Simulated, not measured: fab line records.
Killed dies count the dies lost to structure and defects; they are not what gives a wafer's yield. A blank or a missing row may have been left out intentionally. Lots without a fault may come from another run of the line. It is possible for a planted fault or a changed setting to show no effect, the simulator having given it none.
Chamber matching / flow n5_finfet / rie_diel-02 running N5_BEOL_M0_STRIP_140: 4 sister chambers
The step strips in CF4. 8 wafers are shown with their chamber, then 8 later ones without.

WAFERS, EACH WITH ITS CHAMBER
wafer=L082.1; chamber=2; drypump_motor_current_A (A)=5.5; showerhead_plenum_p_Torr (Torr)=1.90
wafer=L082.2; chamber=3; drypump_motor_current_A (A)=6.5; showerhead_plenum_p_Torr (Torr)=1.72
wafer=L082.5; chamber=1; drypump_motor_current_A (A)=5.3; showerhead_plenum_p_Torr (Torr)=1.71
wafer=L088.3; chamber=1; drypump_motor_current_A (A)=5.3; showerhead_plenum_p_Torr (Torr)=1.70
wafer=L091.1; chamber=2; drypump_motor_current_A (A)=5.4; showerhead_plenum_p_Torr (Torr)=1.90
wafer=L091.2; chamber=0; drypump_motor_current_A (A)=5.6; showerhead_plenum_p_Torr (Torr)=1.71
wafer=L091.5; chamber=3; drypump_motor_current_A (A)=6.5; showerhead_plenum_p_Torr (Torr)=1.71
wafer=L092.1; chamber=0; drypump_motor_current_A (A)=5.6; showerhead_plenum_p_Torr (Torr)=1.71

WAFERS WITHOUT THEIR CHAMBER
wafer=L092.2; drypump_motor_current_A (A)=6.5; showerhead_plenum_p_Torr (Torr)=1.71
wafer=L092.3; drypump_motor_current_A (A)=5.4; showerhead_plenum_p_Torr (Torr)=1.90
wafer=L094.2; drypump_motor_current_A (A)=5.4; showerhead_plenum_p_Torr (Torr)=1.90
wafer=L094.4; drypump_motor_current_A (A)=5.4; showerhead_plenum_p_Torr (Torr)=1.89
wafer=L094.5; drypump_motor_current_A (A)=6.5; showerhead_plenum_p_Torr (Torr)=1.71
wafer=L097.1; drypump_motor_current_A (A)=5.3; showerhead_plenum_p_Torr (Torr)=1.91
wafer=L097.5; drypump_motor_current_A (A)=6.5; showerhead_plenum_p_Torr (Torr)=1.71
wafer=L097.6; drypump_motor_current_A (A)=5.4; showerhead_plenum_p_Torr (Torr)=1.91

WHICH CHAMBER EACH ONE RAN IN
wafer=L092.2; from the rows above=3; in truth=3
wafer=L092.3; from the rows above=2; in truth=2
wafer=L094.2; from the rows above=2; in truth=2
wafer=L094.4; from the rows above=2; in truth=2
wafer=L094.5; from the rows above=3; in truth=3
wafer=L097.1; from the rows above=2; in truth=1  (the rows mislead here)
wafer=L097.5; from the rows above=3; in truth=3
wafer=L097.6; from the rows above=2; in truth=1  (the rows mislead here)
Correctly placed: 6 of 8. From these rows, 0 cannot be placed. Number placed wrongly: 2.
How it was worked out, from the rows above alone: a wafer's distance from a chamber is the root of the sum, over the readings, of the square of ((its reading less the chamber's mean) divided by the reading's scatter). The wafer belongs to the nearest chamber; if the next one is less than 2 further off, it can't be placed. A chamber's mean is the mean of its shown wafers. The scatter: the root of (the sum of the squares of (reading less its chamber's mean) over the shown wafers, divided by (wafers less chambers)).
